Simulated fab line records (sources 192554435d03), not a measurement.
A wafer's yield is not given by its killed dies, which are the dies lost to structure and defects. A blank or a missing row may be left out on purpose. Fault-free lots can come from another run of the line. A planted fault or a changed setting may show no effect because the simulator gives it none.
Matching of chambers | flow n5Finfet | 4 sister chambers for N5_GATE_CUT_SAC_CAP_01 on aldSin-02
The step material SiNx, target thk 24 nm, pulse time 1 s, ald cycles 480. 16 wafers are shown with their chamber, then 8 later ones without.

== EACH WAFER AND ITS CHAMBER ==
wafer  | chamber | heaterPowerW (W) | precursorPulseHeightRel | susceptorTempC (C)
L079.3 | 2       | 821              | 0.994                   | 400.05
L079.5 | 3       | 993              | 0.973                   | 400.18
L079.6 | 2       | 807              | 0.992                   | 399.77
L081.2 | 1       | 767              | 0.963                   | 400.39
L081.5 | 1       | 767              | 1.025                   | 399.88
L081.6 | 0       | 831              | 1.002                   | 400.08
L089.1 | 2       | 803              | 0.988                   | 400.16
L089.2 | 1       | 743              | 0.992                   | 399.90
L089.6 | 0       | 852              | 1.012                   | 399.97
L090.2 | 0       | 872              | 0.989                   | 400.19
L090.4 | 1       | 763              | 1.008                   | 399.98
L090.6 | 3       | 989              | 1.010                   | 399.69
L091.2 | 0       | 828              | 1.038                   | 399.95
L091.4 | 1       | 771              | 0.989                   | 399.81
L091.6 | 0       | 829              | 0.980                   | 400.24
L094.2 | 3       | 1035             | 1.004                   | 400.10

SIGNATURES, as means of the wafers listed above
reading                 | chamber 0 | chamber 1 | chamber 2 | chamber 3 | scatter within a chamber
heaterPowerW            | 842.40    | 762.20    | 810.33    | 1005.67   | 17
precursorPulseHeightRel | 1.00420   | 0.99540   | 0.99133   | 0.99567   | 0.0203
susceptorTempC          | 400.0860  | 399.9920  | 399.9933  | 399.9900  | 0.204
Rule: distance of a wafer from a chamber = root of the sum over the readings of ((wafer's reading minus chamber's mean) / reading's scatter) squared. The wafer belongs to the nearest chamber; if the next one is less than 2 further off, it can't be placed. The scatter is the square root of a quotient: the sum, over the shown wafers, of each reading's squared deviation from its chamber's mean, divided by wafers minus chambers.

== WAFERS WHOSE CHAMBER IS MISSING ==
wafer  | heaterPowerW (W) | precursorPulseHeightRel | susceptorTempC (C)
L094.3 | 809              | 0.975                   | 400.01
L094.5 | 855              | 1.001                   | 400.33
L096.1 | 772              | 1.002                   | 400.21
L096.4 | 821              | 1.007                   | 400.22
L096.6 | 856              | 0.992                   | 400.10
L097.1 | 814              | 0.965                   | 400.14
L097.4 | 855              | 1.010                   | 399.91
L097.6 | 840              | 1.005                   | 400.08

== EACH ONE'S CHAMBER ==
wafer  | from the rows above          | in truth
L094.3 | can't be placed: 2 or 0      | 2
L094.5 | can't be placed: 0 or 2      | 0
L096.1 | can't be placed: 1 or 2      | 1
L096.4 | can't be placed: 0 or 2      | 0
L096.6 | can't be placed: 0 or 2      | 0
L097.1 | can't be placed: 2 or 0 or 1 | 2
L097.4 | can't be placed: 0 or 2      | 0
L097.6 | can't be placed: 0 or 2      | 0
Correct placement for 0 of the 8. Not placeable from these rows: 8 (in 8, the candidates include the true chamber). Wrongly placed: 0.
